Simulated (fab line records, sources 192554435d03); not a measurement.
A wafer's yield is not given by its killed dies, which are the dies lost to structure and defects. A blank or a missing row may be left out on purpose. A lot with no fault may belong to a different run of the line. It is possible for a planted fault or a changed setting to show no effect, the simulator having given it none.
Matching of chambers + flow n5 finfet + 4 sister chambers for N5_ILD0_ALD_15 on ald sin-01
The step deposits SiNx, target thk 24 nm, pulse time 1 s, ald cycles 480. 4 wafers are shown with their chamber, then 10 later ones without.

## WAFERS, EACH WITH ITS CHAMBER
| wafer  | chamber | heater power w (W) |
|--------|---------|--------------------|
| L091.3 | 2       | 1088               |
| L091.6 | 0       | 948                |
| L092.3 | 3       | 888                |
| L092.5 | 1       | 717                |

## WAFERS WHOSE CHAMBER IS MISSING
| wafer  | heater power w (W) |
|--------|--------------------|
| L092.6 | 1087               |
| L093.1 | 938                |
| L093.3 | 906                |
| L093.6 | 1094               |
| L094.1 | 1090               |
| L094.3 | 746                |
| L094.4 | 1055               |
| L095.1 | 896                |
| L095.3 | 1078               |
| L095.6 | 894                |

## EACH ONE'S CHAMBER
| wafer  | from the rows above     | in truth |
|--------|-------------------------|----------|
| L092.6 | 2                       | 2        |
| L093.1 | 0                       | 0        |
| L093.3 | can't be placed: 3 or 0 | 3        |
| L093.6 | 2                       | 2        |
| L094.1 | 2                       | 2        |
| L094.3 | 1                       | 1        |
| L094.4 | 2                       | 2        |
| L095.1 | 3                       | 3        |
| L095.3 | 2                       | 2        |
| L095.6 | 3                       | 3        |
Correctly placed: 9 of 10. These rows do not allow placing 1 (true chamber among the candidates in 1). Placed wrongly: 0.
How it was worked out, from the rows above alone: a wafer's distance from a chamber is the root of the sum, over the readings, of the square of ((its reading less the chamber's mean) divided by the reading's scatter). The wafer belongs to the nearest chamber; if the next one is less than 2 further off, it can't be placed. The mean given for a chamber averages the wafers shown for that chamber. The scatter: root of mean squared gap, hidden wafer to nearest shown wafer, with one shown wafer a chamber.
